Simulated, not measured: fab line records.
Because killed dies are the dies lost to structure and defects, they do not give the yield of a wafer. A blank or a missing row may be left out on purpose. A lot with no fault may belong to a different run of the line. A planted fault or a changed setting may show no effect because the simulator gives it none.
fab line records / flow nand-harc
[record] lots = 6 wafers = 18 last-day = 33
route steps=1302 shown A_DECK1_JOINT@535 A_ONON_D2@545 END@1302
lots with no fault: from the same line, run without faults
start-h: hours from the record's first day to the start of the lot's first wafer shown / wait-h: hours elapsed since this lot's preceding step / " unchanged from the row above / L1.1+2: a single row standing in for several wafers / - no value, or no start given / * or withheld: withheld / < > ~ a bound
route shown NAME@n: names a module that has steps shown in the file, with the first one's number in the route / usual: mean and standard deviation over wafers with no fault / same: alike in all rows / chamber/n: place in a boat / sites: each site's reading / _std_site: how widely they spread, as a standard deviation / _edge_site: inner sites' mean taken away from outer sites' mean / radius-mm: how far each site lies from the wafer's centre / mask NAME#n: copy n / behind: the last tool/chamber to shape the wafer / hold: why the lot was held/for how many hours/how that ended / device: transistor that didn't switch, given as n, p or np / end of line: the tests these same wafers got at the end of their route / a step without rows: its recipe alone / killed: the dies lost at the first sort to structure and to defects; this is not the yield of the wafer / map: a wafer's dies, x killed, . not, _ none there
set.NAME: the run value of the setting; set.NAME@STEP: its run value at that earlier step / model.NAME: the simulator's own value behind a step, which no gauge read
lots at selected steps of the route; one table per step, one row per wafer
services: a tool's chamber out of use, with start hour (start-h, from the record's first day; less than 0 if before it), hours out, and reason
[[steps]]
[step NHARC_A_DECK1_JOINT_CURE_26]
[recipe] temp-c = 150 time-s = 32 pressure-atm = 0.395
[step NHARC_A_DECK1_JOINT_ANNEAL_27]
[recipe] temp-c = 400 time-s = 3600 idle-temp-c = 300 ramp-up-c-per-min = 10 densification-p-h2o-torr = 640
[step NHARC_A_DECK1_JOINT_ANNEAL_28]
[recipe] temp-c = 500 time-s = 1800 idle-temp-c = 400 ramp-up-c-per-min = 10 densification-p-h2o-torr = 640
[step NHARC_A_DECK1_JOINT_ANNEAL_29]
[recipe] temp-c = 750 time-s = 1800 idle-temp-c = 500 ramp-up-c-per-min = 10 ramp-down-c-per-min = 3
[step NHARC_A_DECK1_JOINT_CMP_02]
[recipe] material = SiOx
[usual] motor-current-A = 12.4/0.88
lot.wafer=L604.1 tool=cmp-02 chamber=1 start-h=313.98 wait-h=0.4 motor-current-A=12.8
lot.wafer=L604.4 tool=cmp-02 chamber=2 start-h=313.98 wait-h=0.4 motor-current-A=11.3
lot.wafer=L604.5 tool=cmp-02 chamber=0 start-h=313.98 wait-h=0.4 motor-current-A=12.5
lot.wafer=L607.2 tool=cmp-03 chamber=2 start-h=338.99 wait-h=0.4 motor-current-A=12.5
lot.wafer=L607.3 tool=cmp-03 chamber=0 start-h=338.99 wait-h=0.4 motor-current-A=13.1
lot.wafer=L607.5 tool=cmp-03 chamber=1 start-h=338.99 wait-h=0.4 motor-current-A=13.4
lot.wafer=L608.3 tool=cmp-03 chamber=3 start-h=348.44 wait-h=0.4 motor-current-A=11.3
lot.wafer=L608.1 tool=cmp-03 chamber=1 start-h=348.44 wait-h=0.4 motor-current-A=14.2
lot.wafer=L608.4 tool=cmp-03 chamber=2 start-h=348.44 wait-h=0.4 motor-current-A=11.6
lot.wafer=L611.3 tool=cmp-04 chamber=3 start-h=379.12 wait-h=0.4 motor-current-A=12.6
lot.wafer=L611.2 tool=cmp-04 chamber=0 start-h=379.12 wait-h=0.4 motor-current-A=12.5
lot.wafer=L611.6 tool=cmp-04 chamber=3 start-h=379.12 wait-h=0.4 motor-current-A=12.0
lot.wafer=L615.1 tool=cmp-02 chamber=1 start-h=427.29 wait-h=0.4 motor-current-A=11.9
lot.wafer=L615.3 tool=cmp-02 chamber=2 start-h=427.29 wait-h=0.4 motor-current-A=11.8
lot.wafer=L615.2 tool=cmp-02 chamber=3 start-h=427.29 wait-h=0.4 motor-current-A=10.8
lot.wafer=L622.1 tool=cmp-03 chamber=0 start-h=502.21 wait-h=0.4 motor-current-A=13.0
lot.wafer=L622.4 tool=cmp-03 chamber=3 start-h=502.21 wait-h=0.4 motor-current-A=11.2
lot.wafer=L622.5 tool=cmp-03 chamber=0 start-h=502.21 wait-h=0.4 motor-current-A=13.1
[step NHARC_A_DECK1_JOINT_SRD_15]
[step NHARC_A_DECK1_JOINT_DEP_16]
[recipe] target-thk-a = 450 temp-c = 400 pressure-torr = 6.5 rf-w = 900 teos-flow-sccm = 161.4 flow-sccm = 2650 target-thk-nm = 45 gas = O2 material = SiO2
[usual] heater-power-w = 536/81 throttle-valve-pct = 15.9/0.42
lot.wafer=L604.1 tool=pecvd-04 chamber=2 start-h=314.35 wait-h=0.1 heater-power-w=575 since-wet-clean-h=32 throttle-valve-pct=15.2
lot.wafer=L604.4 tool=pecvd-04 chamber=1 start-h=314.35 wait-h=0.1 heater-power-w=661 since-wet-clean-h=- throttle-valve-pct=16.1
lot.wafer=L604.5 tool=pecvd-04 chamber=2 start-h=314.35 wait-h=0.1 heater-power-w=575 since-wet-clean-h=- throttle-valve-pct=15.1
lot.wafer=L607.2 tool=pecvd-04 chamber=2 start-h=339.39 wait-h=0.1 heater-power-w=647 since-wet-clean-h=57 throttle-valve-pct=15.3
lot.wafer=L607.3 tool=pecvd-04 chamber=0 start-h=339.39 wait-h=0.1 heater-power-w=505 since-wet-clean-h=57 throttle-valve-pct=16.2
lot.wafer=L607.5 tool=pecvd-04 chamber=0 start-h=339.39 wait-h=0.1 heater-power-w=496 since-wet-clean-h=- throttle-valve-pct=16.1
lot.wafer=L608.1 tool=pecvd-04 chamber=1 start-h=348.83 wait-h=0.1 heater-power-w=610 since-wet-clean-h=66 throttle-valve-pct=16.3
lot.wafer=L608.3 tool=pecvd-04 chamber=0 start-h=348.83 wait-h=0.1 heater-power-w=438 since-wet-clean-h=66 throttle-valve-pct=16.3
lot.wafer=L608.4 tool=pecvd-04 chamber=1 start-h=348.83 wait-h=0.1 heater-power-w=603 since-wet-clean-h=- throttle-valve-pct=16.4
lot.wafer=L611.3 tool=pecvd-04 chamber=0 start-h=379.49 wait-h=0.1 heater-power-w=523 since-wet-clean-h=97 throttle-valve-pct=16.0
lot.wafer=L611.2 tool=pecvd-04 chamber=2 start-h=379.49 wait-h=0.1 heater-power-w=562 since-wet-clean-h=97 throttle-valve-pct=15.4
lot.wafer=L611.6 tool=pecvd-04 chamber=0 start-h=379.49 wait-h=0.1 heater-power-w=534 since-wet-clean-h=- throttle-valve-pct=16.1
lot.wafer=L615.2 tool=pecvd-02 chamber=1 start-h=427.68 wait-h=0.1 heater-power-w=448 since-wet-clean-h=7 throttle-valve-pct=16.3
lot.wafer=L615.3 tool=pecvd-02 chamber=2 start-h=427.68 wait-h=0.1 heater-power-w=369 since-wet-clean-h=7 throttle-valve-pct=15.9
lot.wafer=L615.1 tool=pecvd-02 chamber=0 start-h=427.68 wait-h=0.1 heater-power-w=519 since-wet-clean-h=7 throttle-valve-pct=15.5
lot.wafer=L622.1 tool=pecvd-03 chamber=2 start-h=502.71 wait-h=0.2 heater-power-w=429 since-wet-clean-h=123 throttle-valve-pct=16.1
lot.wafer=L622.4 tool=pecvd-03 chamber=2 start-h=502.71 wait-h=0.2 heater-power-w=431 since-wet-clean-h=- throttle-valve-pct=16.0
lot.wafer=L622.5 tool=pecvd-03 chamber=0 start-h=502.71 wait-h=0.2 heater-power-w=492 since-wet-clean-h=- throttle-valve-pct=16.4
[step NHARC_A_DECK1_JOINT_THK_MEAS_17]
[recipe] thk-meas-gauge = ellipsometry
[usual] thk-nm = 44.7/1.1
lot.wafer=L604.1 tool=film-metro-01 chamber=- start-h=314.61 wait-h=0.2 thk-nm=43.7
lot.wafer=L604.4 tool=film-metro-01 chamber=- start-h=314.61 wait-h=0.2 thk-nm=46.6
lot.wafer=L604.5 tool=film-metro-01 chamber=- start-h=314.61 wait-h=0.2 thk-nm=44.7
lot.wafer=L607.2 tool=film-metro-01 chamber=- start-h=339.64 wait-h=0.2 thk-nm=43.4
lot.wafer=L607.3 tool=film-metro-01 chamber=- start-h=339.64 wait-h=0.2 thk-nm=44.2
lot.wafer=L607.5 tool=film-metro-01 chamber=- start-h=339.64 wait-h=0.2 thk-nm=44.5
lot.wafer=L608.1 tool=film-metro-01 chamber=- start-h=349.11 wait-h=0.3 thk-nm=42.2
lot.wafer=L608.3 tool=film-metro-01 chamber=- start-h=349.11 wait-h=0.3 thk-nm=44.4
lot.wafer=L608.4 tool=film-metro-01 chamber=- start-h=349.11 wait-h=0.3 thk-nm=46.2
lot.wafer=L611.2 tool=film-metro-01 chamber=- start-h=379.77 wait-h=0.2 thk-nm=43.8
lot.wafer=L611.3 tool=film-metro-01 chamber=- start-h=379.77 wait-h=0.2 thk-nm=44.3
lot.wafer=L611.6 tool=film-metro-01 chamber=- start-h=379.77 wait-h=0.2 thk-nm=44.3
lot.wafer=L615.1 tool=film-metro-01 chamber=- start-h=427.95 wait-h=0.2 thk-nm=45.6
lot.wafer=L615.2 tool=film-metro-01 chamber=- start-h=427.95 wait-h=0.2 thk-nm=45.1
lot.wafer=L615.3 tool=film-metro-01 chamber=- start-h=427.95 wait-h=0.2 thk-nm=45.1
lot.wafer=L622.1 tool=film-metro-01 chamber=- start-h=502.96 wait-h=0.2 thk-nm=45.2
lot.wafer=L622.4 tool=film-metro-01 chamber=- start-h=502.96 wait-h=0.2 thk-nm=46.1
lot.wafer=L622.5 tool=film-metro-01 chamber=- start-h=502.96 wait-h=0.2 thk-nm=44.3
[step NHARC_A_DECK1_JOINT_INSPECT_05]
[usual] raw-defect-count = 314/140
lot.wafer=L604.1 tool=defect-inspect-01 chamber=- start-h=314.64 wait-h=0.0 raw-defect-count=289
lot.wafer=L604.4 tool=defect-inspect-01 chamber=- start-h=314.64 wait-h=0.0 raw-defect-count=565
lot.wafer=L604.5 tool=defect-inspect-01 chamber=- start-h=314.64 wait-h=0.0 raw-defect-count=322
lot.wafer=L607.2 tool=defect-inspect-02 chamber=- start-h=339.67 wait-h=0.0 raw-defect-count=248
lot.wafer=L607.3 tool=defect-inspect-02 chamber=- start-h=339.67 wait-h=0.0 raw-defect-count=200
lot.wafer=L607.5 tool=defect-inspect-02 chamber=- start-h=339.67 wait-h=0.0 raw-defect-count=259
lot.wafer=L608.1 tool=defect-inspect-02 chamber=- start-h=349.15 wait-h=0.0 raw-defect-count=376
lot.wafer=L608.3 tool=defect-inspect-02 chamber=- start-h=349.15 wait-h=0.0 raw-defect-count=534
lot.wafer=L608.4 tool=defect-inspect-02 chamber=- start-h=349.15 wait-h=0.0 raw-defect-count=490
lot.wafer=L611.2 tool=defect-inspect-02 chamber=- start-h=379.81 wait-h=0.0 raw-defect-count=258
lot.wafer=L611.3 tool=defect-inspect-02 chamber=- start-h=379.81 wait-h=0.0 raw-defect-count=275
lot.wafer=L611.6 tool=defect-inspect-02 chamber=- start-h=379.81 wait-h=0.0 raw-defect-count=221
lot.wafer=L615.1 tool=defect-inspect-01 chamber=- start-h=427.99 wait-h=0.0 raw-defect-count=245
lot.wafer=L615.2 tool=defect-inspect-01 chamber=- start-h=427.99 wait-h=0.0 raw-defect-count=580
lot.wafer=L615.3 tool=defect-inspect-01 chamber=- start-h=427.99 wait-h=0.0 raw-defect-count=378
lot.wafer=L622.1 tool=defect-inspect-02 chamber=- start-h=502.99 wait-h=0.0 raw-defect-count=161
lot.wafer=L622.4 tool=defect-inspect-02 chamber=- start-h=502.99 wait-h=0.0 raw-defect-count=165
lot.wafer=L622.5 tool=defect-inspect-02 chamber=- start-h=502.99 wait-h=0.0 raw-defect-count=177
[step NHARC_A_ONON_D2_DEP_00]
[recipe] target-thk-a = 10000 n2-flow-sccm = 2750 n2o-flow-sccm = 2000 nh3-flow-sccm = 500 sih4-flow-sccm = 210 temp-c = 400
[step NHARC_A_ONON_D2_THK_MEAS_02]
[recipe] thk-meas-gauge = ellipsometry
[usual] thk-nm = 1001/8.1
lot.wafer=L604.1 tool=film-metro-02 chamber=- start-h=315.22 wait-h=- thk-nm=1009
lot.wafer=L604.4 tool=film-metro-02 chamber=- start-h=315.22 wait-h=- thk-nm=1010
lot.wafer=L604.5 tool=film-metro-02 chamber=- start-h=315.22 wait-h=- thk-nm=1010
lot.wafer=L607.2 tool=film-metro-02 chamber=- start-h=340.25 wait-h=- thk-nm=993
lot.wafer=L607.3 tool=film-metro-02 chamber=- start-h=340.25 wait-h=- thk-nm=994
lot.wafer=L607.5 tool=film-metro-02 chamber=- start-h=340.25 wait-h=- thk-nm=994
lot.wafer=L608.1 tool=film-metro-01 chamber=- start-h=349.72 wait-h=- thk-nm=986
lot.wafer=L608.3 tool=film-metro-01 chamber=- start-h=349.72 wait-h=- thk-nm=986
lot.wafer=L608.4 tool=film-metro-01 chamber=- start-h=349.72 wait-h=- thk-nm=985
lot.wafer=L611.2 tool=film-metro-01 chamber=- start-h=380.38 wait-h=- thk-nm=1008
lot.wafer=L611.3 tool=film-metro-01 chamber=- start-h=380.38 wait-h=- thk-nm=1007
lot.wafer=L611.6 tool=film-metro-01 chamber=- start-h=380.38 wait-h=- thk-nm=1009
lot.wafer=L615.1 tool=film-metro-02 chamber=- start-h=428.56 wait-h=- thk-nm=1002
lot.wafer=L615.2 tool=film-metro-02 chamber=- start-h=428.56 wait-h=- thk-nm=1002
lot.wafer=L615.3 tool=film-metro-02 chamber=- start-h=428.56 wait-h=- thk-nm=1004
lot.wafer=L622.1 tool=film-metro-02 chamber=- start-h=503.57 wait-h=- thk-nm=995
lot.wafer=L622.4 tool=film-metro-02 chamber=- start-h=503.57 wait-h=- thk-nm=996
lot.wafer=L622.5 tool=film-metro-02 chamber=- start-h=503.57 wait-h=- thk-nm=994
[step NHARC_A_ONON_D2_DEP_03]
[recipe] target-thk-a = 10000 n2-flow-sccm = 2750 n2o-flow-sccm = 2000 nh3-flow-sccm = 500 sih4-flow-sccm = 210 temp-c = 400
lot.wafer=L604.1+4+5 tool=pecvd-onon-01 chamber=0 start-h=315.27 wait-h=0.1
lot.wafer=L607.2+3+5 tool=pecvd-onon-02 chamber=0 start-h=340.36 wait-h=0.1
lot.wafer=L608.1+3+4 tool=pecvd-onon-02 chamber=0 start-h=349.78 wait-h=0.1
lot.wafer=L611.2+3+6 tool=pecvd-onon-02 chamber=0 start-h=380.50 wait-h=0.1
lot.wafer=L615.1+2+3 tool=pecvd-onon-01 chamber=0 start-h=428.62 wait-h=0.1
lot.wafer=L622.1+4+5 tool=pecvd-onon-03 chamber=0 start-h=503.63 wait-h=0.1
[step NHARC_A_ONON_D2_THK_MEAS_05]
[recipe] thk-meas-gauge = ellipsometry
[usual] thk-nm = 1002/9.1
lot.wafer=L604.1 tool=film-metro-01 chamber=- start-h=315.79 wait-h=- thk-nm=1015
lot.wafer=L604.4 tool=film-metro-01 chamber=- start-h=315.79 wait-h=- thk-nm=1017
lot.wafer=L604.5 tool=film-metro-01 chamber=- start-h=315.79 wait-h=- thk-nm=1017
lot.wafer=L607.2 tool=film-metro-01 chamber=- start-h=340.81 wait-h=- thk-nm=1009
lot.wafer=L607.3 tool=film-metro-01 chamber=- start-h=340.81 wait-h=- thk-nm=1007
lot.wafer=L607.5 tool=film-metro-01 chamber=- start-h=340.81 wait-h=- thk-nm=1007
lot.wafer=L608.1 tool=film-metro-02 chamber=- start-h=350.29 wait-h=- thk-nm=685
lot.wafer=L608.3 tool=film-metro-02 chamber=- start-h=350.29 wait-h=- thk-nm=687
lot.wafer=L608.4 tool=film-metro-02 chamber=- start-h=350.29 wait-h=- thk-nm=686
lot.wafer=L611.2 tool=film-metro-01 chamber=- start-h=380.96 wait-h=- thk-nm=708
lot.wafer=L611.3 tool=film-metro-01 chamber=- start-h=380.96 wait-h=- thk-nm=707
lot.wafer=L611.6 tool=film-metro-01 chamber=- start-h=380.96 wait-h=- thk-nm=707
lot.wafer=L615.1 tool=film-metro-02 chamber=- start-h=429.13 wait-h=- thk-nm=1004
lot.wafer=L615.2 tool=film-metro-02 chamber=- start-h=429.13 wait-h=- thk-nm=1004
lot.wafer=L615.3 tool=film-metro-02 chamber=- start-h=429.13 wait-h=- thk-nm=1004
lot.wafer=L622.1 tool=film-metro-02 chamber=- start-h=504.14 wait-h=- thk-nm=987
lot.wafer=L622.4 tool=film-metro-02 chamber=- start-h=504.14 wait-h=- thk-nm=987
lot.wafer=L622.5 tool=film-metro-02 chamber=- start-h=504.14 wait-h=- thk-nm=986
[step NHARC_A_ONON_D2_DEP_06]
[recipe] target-thk-a = 10000 n2-flow-sccm = 2750 n2o-flow-sccm = 2000 nh3-flow-sccm = 500 sih4-flow-sccm = 210 temp-c = 400
[step NHARC_END_SORT_01]
[recipe] temp-c = 25
[usual] killed-at-array = 52/20 killed-at-other = 1.0/1.3 killed-at-periphery = 3.7/2.2 killed-dies = 57/20 killed-open = 3.2/1.6 killed-short = 2.4/1.6
[same] gross-dies = 677
lot.wafer=L608.1 tool=prober-01 chamber=0 start-h=640.41 wait-h=2.5 killed-at-array=671 killed-at-other=0 killed-at-periphery=6 killed-dies=677 killed-open=2 killed-short=1
lot.wafer=L608.3 tool=prober-01 chamber=0 start-h=642.01 wait-h=3.1 killed-at-array=670 killed-at-other=4 killed-at-periphery=3 killed-dies=677 killed-open=2 killed-short=1
lot.wafer=L608.4 tool=prober-01 chamber=0 start-h=642.80 wait-h=3.4 killed-at-array=671 killed-at-other=2 killed-at-periphery=4 killed-dies=677 killed-open=4 killed-short=3
lot.wafer=L611.2 tool=prober-02 chamber=0 start-h=657.03 wait-h=2.8 killed-at-array=671 killed-at-other=3 killed-at-periphery=3 killed-dies=677 killed-open=3 killed-short=0
lot.wafer=L611.3 tool=prober-02 chamber=0 start-h=657.83 wait-h=3.1 killed-at-array=671 killed-at-other=1 killed-at-periphery=5 killed-dies=677 killed-open=5 killed-short=2
lot.wafer=L611.6 tool=prober-02 chamber=0 start-h=660.25 wait-h=4.0 killed-at-array=670 killed-at-other=1 killed-at-periphery=6 killed-dies=677 killed-open=3 killed-short=5
// killed by level:class
L608.1 A_ONON_D2:area-dep=618 A_CHANNEL_HOLE_D1:chamber-film-flake=30 A_CHANNEL_HOLE_D2:chamber-film-flake=13 A_STAIRCASE:chamber-film-flake=3 P_GATE:chamber-film-flake=2 P_M1:chamber-film-flake=2 A_CONTACT:chamber-film-flake=2 P_CONTACT:geometric-particle:open=1
L608.3 A_ONON_D2:area-dep=619 A_CHANNEL_HOLE_D1:chamber-film-flake=24 A_CHANNEL_HOLE_D2:chamber-film-flake=14 A_CONTACT:chamber-film-flake=5 THIN_TSV:chamber-film-flake=4 A_STAIRCASE:chamber-film-flake=2 A_SLIT:chamber-film-flake=2 A_ONON_D1:geometric-particle:open=1
L608.4 A_ONON_D2:area-dep=619 A_CHANNEL_HOLE_D1:chamber-film-flake=26 A_CHANNEL_HOLE_D2:chamber-film-flake=12 A_STAIRCASE:chamber-film-flake=4 A_BLC:chamber-film-flake=2 THIN_TSV:chamber-film-flake=2 P_STI:geometric-particle:open=1 P_CONTACT:geometric-particle:open=1
L611.2 A_ONON_D2:area-dep=629 A_CONTACT:chamber-film-flake=9 A_CHANNEL_HOLE_D1:chamber-film-flake=8 A_BONDPAD:chamber-film-flake=8 A_STAIRCASE:chamber-film-flake=6 A_BLC:chamber-film-flake=3 THIN_TSV:chamber-film-flake=3 P_M2:chamber-film-flake=2
L611.3 A_ONON_D2:area-dep=631 A_STAIRCASE:chamber-film-flake=10 A_BONDPAD:chamber-film-flake=7 A_CHANNEL_HOLE_D1:chamber-film-flake=5 A_CONTACT:chamber-film-flake=4 A_M0:geometric-particle:open=3 P_M2:chamber-film-flake=3 A_BLC:chamber-film-flake=3
L611.6 A_ONON_D2:area-dep=628 A_CONTACT:chamber-film-flake=11 A_STAIRCASE:chamber-film-flake=9 A_BLC:chamber-film-flake=4 A_BONDPAD:chamber-film-flake=4 P_M2:chamber-film-flake=3 A_M0:geometric-particle:short=2 P_GATE:chamber-film-flake=2
// map L608.1 (x killed, . not)
____________x____________
_________xxxxxxx_________
_______xxxxxxxxxxx_______
______xxxxxxxxxxxxx______
_____xxxxxxxxxxxxxxx_____
____xxxxxxxxxxxxxxxxx____
____xxxxxxxxxxxxxxxxx____
___xxxxxxxxxxxxxxxxxxx___
___xxxxxxxxxxxxxxxxxxx___
__xxxxxxxxxxxxxxxxxxxxx__
__xxxxxxxxxxxxxxxxxxxxx__
_xxxxxxxxxxxxxxxxxxxxxxx_
_xxxxxxxxxxxxxxxxxxxxxxx_
_xxxxxxxxxxxxxxxxxxxxxxx_
_xxxxxxxxxxxxxxxxxxxxxxx_
_xxxxxxxxxxxxxxxxxxxxxxx_
xxxxxxxxxxxxxxxxxxxxxxxxx
xxxxxxxxxxxxxxxxxxxxxxxxx
xxxxxxxxxxxxxxxxxxxxxxxxx
xxxxxxxxxxxxxxxxxxxxxxxxx
xxxxxxxxxxxxxxxxxxxxxxxxx
_xxxxxxxxxxxxxxxxxxxxxxx_
_xxxxxxxxxxxxxxxxxxxxxxx_
_xxxxxxxxxxxxxxxxxxxxxxx_
_xxxxxxxxxxxxxxxxxxxxxxx_
_xxxxxxxxxxxxxxxxxxxxxxx_
__xxxxxxxxxxxxxxxxxxxxx__
__xxxxxxxxxxxxxxxxxxxxx__
___xxxxxxxxxxxxxxxxxxx___
___xxxxxxxxxxxxxxxxxxx___
____xxxxxxxxxxxxxxxxx____
____xxxxxxxxxxxxxxxxx____
_____xxxxxxxxxxxxxxx_____
______xxxxxxxxxxxxx______
_______xxxxxxxxxxx_______
_________xxxxxxx_________
____________x____________
// map L611.2 (x killed, . not)
____________x____________
_________xxxxxxx_________
_______xxxxxxxxxxx_______
______xxxxxxxxxxxxx______
_____xxxxxxxxxxxxxxx_____
____xxxxxxxxxxxxxxxxx____
____xxxxxxxxxxxxxxxxx____
___xxxxxxxxxxxxxxxxxxx___
___xxxxxxxxxxxxxxxxxxx___
__xxxxxxxxxxxxxxxxxxxxx__
__xxxxxxxxxxxxxxxxxxxxx__
_xxxxxxxxxxxxxxxxxxxxxxx_
_xxxxxxxxxxxxxxxxxxxxxxx_
_xxxxxxxxxxxxxxxxxxxxxxx_
_xxxxxxxxxxxxxxxxxxxxxxx_
_xxxxxxxxxxxxxxxxxxxxxxx_
xxxxxxxxxxxxxxxxxxxxxxxxx
xxxxxxxxxxxxxxxxxxxxxxxxx
xxxxxxxxxxxxxxxxxxxxxxxxx
xxxxxxxxxxxxxxxxxxxxxxxxx
xxxxxxxxxxxxxxxxxxxxxxxxx
_xxxxxxxxxxxxxxxxxxxxxxx_
_xxxxxxxxxxxxxxxxxxxxxxx_
_xxxxxxxxxxxxxxxxxxxxxxx_
_xxxxxxxxxxxxxxxxxxxxxxx_
_xxxxxxxxxxxxxxxxxxxxxxx_
__xxxxxxxxxxxxxxxxxxxxx__
__xxxxxxxxxxxxxxxxxxxxx__
___xxxxxxxxxxxxxxxxxxx___
___xxxxxxxxxxxxxxxxxxx___
____xxxxxxxxxxxxxxxxx____
____xxxxxxxxxxxxxxxxx____
_____xxxxxxxxxxxxxxx_____
______xxxxxxxxxxxxx______
_______xxxxxxxxxxx_______
_________xxxxxxx_________
____________x____________
[[services]]
tool=pecvd-04 chamber=- start-h=294.63 hours=0.5 kind=repair
tool=pecvd-02 chamber=1 start-h=299.59 hours=17.3 kind=repair
tool=cmp-03 chamber=- start-h=299.83 hours=0.5 kind=repair
tool=cmp-03 chamber=- start-h=309.96 hours=2.1 kind=repair
tool=pecvd-onon-03 chamber=- start-h=322.61 hours=9.6 kind=repair
tool=pecvd-02 chamber=- start-h=325.61 hours=0.9 kind=repair
tool=cmp-04 chamber=- start-h=330.08 hours=4.0 kind=pm
tool=cmp-02 chamber=- start-h=330.50 hours=4.0 kind=pm
tool=cmp-02 chamber=- start-h=343.56 hours=4.6 kind=repair
tool=pecvd-02 chamber=0 start-h=348.26 hours=13.9 kind=repair
tool=cmp-03 chamber=- start-h=358.10 hours=4.0 kind=pm
tool=pecvd-02 chamber=- start-h=361.39 hours=0.7 kind=repair
tool=pecvd-03 chamber=- start-h=366.25 hours=13.0 kind=pm
tool=pecvd-onon-02 chamber=- start-h=366.35 hours=13.0 kind=pm
tool=cmp-02 chamber=- start-h=397.61 hours=0.4 kind=repair
tool=pecvd-02 chamber=- start-h=408.00 hours=13.0 kind=pm
tool=pecvd-onon-03 chamber=- start-h=408.00 hours=13.0 kind=pm
tool=pecvd-04 chamber=- start-h=418.74 hours=1.6 kind=repair
tool=cmp-02 chamber=- start-h=428.50 hours=4.0 kind=pm
tool=pecvd-onon-01 chamber=- start-h=450.19 hours=13.0 kind=pm
tool=pecvd-04 chamber=- start-h=450.51 hours=13.0 kind=pm
tool=cmp-03 chamber=- start-h=456.10 hours=4.0 kind=pm
tool=cmp-03 chamber=- start-h=482.29 hours=1.1 kind=repair
tool=pecvd-04 chamber=2 start-h=495.69 hours=3.8 kind=repair
[[key]]
[first-sign] step = NHARC_A_ONON_D2_THK_MEAS_05 reading = thk-nm direction = down sigmas = 33 usual = 1002 struck = 697
[effect] step = NHARC_END_SORT_01 reading = killed-at-array direction = up sigmas = 31 usual = 52 struck = 671
[more-kills-born-at] NHARC_A_ONON_D2_DEP_03@pecvd-onon-02 = 3744
met-at NHARC_A_ONON_D2_DEP_03
struck-wafers L608.1,L608.3,L608.4,L611.2,L611.3,L611.6
later-rows-left-out L608.1,L608.3,L608.4,L611.2,L611.3,L611.6
tester-left-out L608,L611
onset-between 340.36 349.78
also-fits NHARC_A_DECK1_JOINT_DEP_16:pecvd-04
[fault] kind = process-parameter-drift tool = pecvd-onon-02 chamber = - onset-h = 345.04 steps = NHARC_A_ONON_D2_DEP_03 channel = target-thk-a offset = * shape = step end-h = 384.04 acts-in = * stated = *
// tester-left-out: of these lots the tester's yield and bins aren't shown, on N5 and GAA mostly nor the transistor test; their killed dies are dies lost to structure and defects alone, not to doping, threshold or leakage, so they don't give the yield
// later-rows-left-out: the simulator's readings of these wafers behind a module that went badly wrong aren't trusted and aren't shown, but for the sort
